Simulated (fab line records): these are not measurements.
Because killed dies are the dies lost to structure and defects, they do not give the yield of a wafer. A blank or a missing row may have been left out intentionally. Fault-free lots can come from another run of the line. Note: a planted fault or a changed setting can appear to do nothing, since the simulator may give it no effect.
Struck lot and sound lot, side by side + flow n5Finfet + 19 out of 1938 route steps
Sound: these wafers, L922.1, L922.2, L922.5. Struck: wafer L914.3; the same lot's L914.4 was not struck, so it is left out; see the end for the cause.
Order at every step that has rows: each side's tool, ch and its chambers, its first start. Under that, the readings that differ: sound wafers + struck wafers + difference of the means + sigmas: that difference in standard deviations of wafers without a fault.
alike: a reading whose means differ by less than 2 such deviations, as well as words and numbers matching on both sides. not compared: withheld readings; readings where some wafer has no value; bounds like >300 that might hide an equal value; numbers whose values overlap and for which the record gives no deviation.
The two part at a step that has a row with sigmas, a row that says differs or no value, or rows on one side only. Numbers that don't overlap but have no deviation are shown without sigmas and don't part them. Lack of a reading on every wafer of one side parts them only where that side has two or more wafers.

N5_MIM_BOT_ETCH_ETCH_03: etches the open film in Cl2/BCl3, target depth 12 nm.
  sound on rieMetal-03 ch 0,1, day 16 16:26; struck on rieMetal-02 ch 1, day 14 04:56
| reading         | sound             | struck | difference | sigmas |
|-----------------|-------------------|--------|------------|--------|
| rfFwdPowerW (W) | 795.8 793.3 792.7 | 798.3  | +4.4       | +2     |
  alike: drypumpMotorCurrentA, oesProductAu, throttleValvePct
  not compared: rfHoursCounterH
N5_MIM_BOT_ETCH_ETCH_00: etches TiN in Cl2/BCl3, target depth 45.5 nm.
  sound on rieMetal-03 ch 0,1, day 16 16:31; struck on rieMetal-02 ch 1, day 14 05:08
| reading             | sound          | struck | difference | sigmas |
|---------------------|----------------|--------|------------|--------|
| oesProductAu (a.u.) | 0.66 0.79 0.78 | 0.95   | +0.21      | +2     |
  alike: drypumpMotorCurrentA, rfFwdPowerW, throttleValvePct
  not compared: rfHoursCounterH
N5_MIM_BOT_ETCH_STRIP_01: strips in O2.
  sound on rieDiel-06 ch 1,2, day 16 16:40; struck on rieDiel-05 ch 1, day 14 05:26
  alike: drypumpMotorCurrentA, oesProductAu, rfVppV, showerheadPlenumPTorr, throttleValvePct
  not compared: rfHoursCounterH
then, 3 steps without rows for these wafers: N5_MIM_BOT_ETCH_STRIP_02 (strips in post etch residue remover, time 1200 s); N5_MIM_BOT_ETCH_CLEAN_05 (cleans in IPA, time 180 s); N5_MIM_BOT_ETCH_SRD_06 (time 30 s).
N5_PASSIVATION_PECVD_55: deposits SiO2 from SiH4/N2O, target thk 400 nm, time 22.5 s.
  sound on pecvd-04 ch 1,2, day 16 17:10; struck on pecvd-03 ch 2, day 14 05:56
| reading              | sound          | struck | difference | sigmas |
|----------------------|----------------|--------|------------|--------|
| throttleValvePct (%) | 54.0 50.7 54.1 | 47.2   | -5.7       | -2     |
  alike: heaterPowerW, rfFwdPowerW, showerheadPlenumPTorr, showerheadVppV
  not compared: sinceWetCleanH
N5_PASSIVATION_PECVD_01: deposits SiNx from SiH4/NH3/N2, target thk 200 nm, time 43.2 s.
  sound on pecvd-04 ch 1,2, day 16 17:12; struck on pecvd-03 ch 2, day 14 05:58
| reading              | sound          | struck | difference | sigmas |
|----------------------|----------------|--------|------------|--------|
| throttleValvePct (%) | 30.4 28.3 30.3 | 26.7   | -3.0       | -2     |
  alike: heaterPowerW, rfFwdPowerW, showerheadPlenumPTorr, showerheadVppV
  not compared: sinceWetCleanH
then, 4 steps without rows for these wafers: N5_PASSIVATION_HMDS_03 (time 60 s); N5_PASSIVATION_COAT_04; N5_PASSIVATION_EBR_06; N5_PASSIVATION_SOFTBAKE_05 (time 90 s).
N5_PASSIVATION_EXPOSE_07: exposes mask TV, defocus 0 nm, target cd 3000 nm.
  sound on krfScanner-02 ch 0, day 16 19:44; struck on krfScanner-01 ch 0, day 14 06:10
  alike: mask
then, 3 steps without rows for these wafers: N5_PASSIVATION_PEB_08; N5_PASSIVATION_DEVELOP_09 (develop time 60 s); N5_PASSIVATION_HARDBAKE_11 (time 120 s).
N5_PASSIVATION_CD_MEAS_10 targets a cd of 3000 nm.
  sound on cdSem-01 ch 0, day 16 19:55; struck on cdSem-02 ch 0, day 14 06:20
| reading   | sound                | struck | difference | sigmas |
|-----------|----------------------|--------|------------|--------|
| cdNm (nm) | 2999.5 2998.0 2997.3 | 3009.7 | +11.4      | +6     |
N5_PASSIVATION_OVL_MEAS_60:
  sound on overlay-01 ch 0, day 16 19:57; struck on overlay-02 ch 0, day 14 06:22
  alike: TV_OVL
then, 1 step without rows for these wafers: N5_PASSIVATION_PROBE_49.

WHERE THEY PART
Last at N5_PASSIVATION_CD_MEAS_10 as far as this record goes, first at N5_MIM_BOT_ETCH_ETCH_03. Later steps at which nothing parts them and some readings are alike: N5_PASSIVATION_OVL_MEAS_60.

WHY: the cause the simulator had injected
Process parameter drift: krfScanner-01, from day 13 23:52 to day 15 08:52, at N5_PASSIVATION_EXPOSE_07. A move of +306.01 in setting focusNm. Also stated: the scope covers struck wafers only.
